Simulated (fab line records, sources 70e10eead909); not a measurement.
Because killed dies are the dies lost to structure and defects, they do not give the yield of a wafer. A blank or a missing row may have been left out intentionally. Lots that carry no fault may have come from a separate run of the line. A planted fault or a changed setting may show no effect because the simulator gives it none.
Chamber matching | flow nand_harc | 4 sister chambers for NHARC_P_M1_STRIP_18 on rie_diel-04
The step strips in N2/H2. 8 wafers are shown with their chamber, then 7 later ones without.

WAFERS WITH THEIR CHAMBER
wafer  | chamber | showerhead_plenum_p_Torr (Torr) | rf_vpp_V (V)
L076.5 | 0       | 2.08                            | 91.8
L075.2 | 1       | 1.95                            | 89.9
L075.3 | 0       | 2.08                            | 91.1
L080.6 | 2       | 1.97                            | 90.6
L081.3 | 1       | 1.95                            | 88.6
L081.6 | 3       | 1.93                            | 90.3
L088.2 | 2       | 1.97                            | 89.1
L088.5 | 3       | 1.92                            | 90.2

WAFERS MISSING THEIR CHAMBER
wafer  | showerhead_plenum_p_Torr (Torr) | rf_vpp_V (V)
L088.6 | 1.97                            | 90.2
L091.1 | 1.95                            | 89.0
L091.3 | 2.08                            | 90.9
L091.5 | 1.95                            | 90.0
L093.1 | 1.92                            | 90.5
L093.2 | 1.95                            | 90.5
L093.3 | 1.97                            | 89.9

WHICH CHAMBER EACH ONE RAN IN
wafer  | from the rows above | in truth
L088.6 | 2                   | 2
L091.1 | 1                   | 1
L091.3 | 0                   | 0
L091.5 | 1                   | 1
L093.1 | 3                   | 3
L093.2 | 1                   | 1
L093.3 | 2                   | 2
Correct placement for 7 of the 7. Can't be placed from these rows: 0. Placed wrongly: 0.
How it was worked out, from the rows above alone: a wafer's distance from a chamber is the root of the sum, over the readings, of the square of ((its reading less the chamber's mean) divided by the reading's scatter). If the next closest chamber is less than 2 further off than the closest, the wafer can't be placed; otherwise it belongs to the closest. The mean given for a chamber averages the wafers shown for that chamber. How the scatter is found: for the shown wafers, subtract from each reading the mean of its chamber, square and add these, divide the total by (wafers less chambers), then take the root.
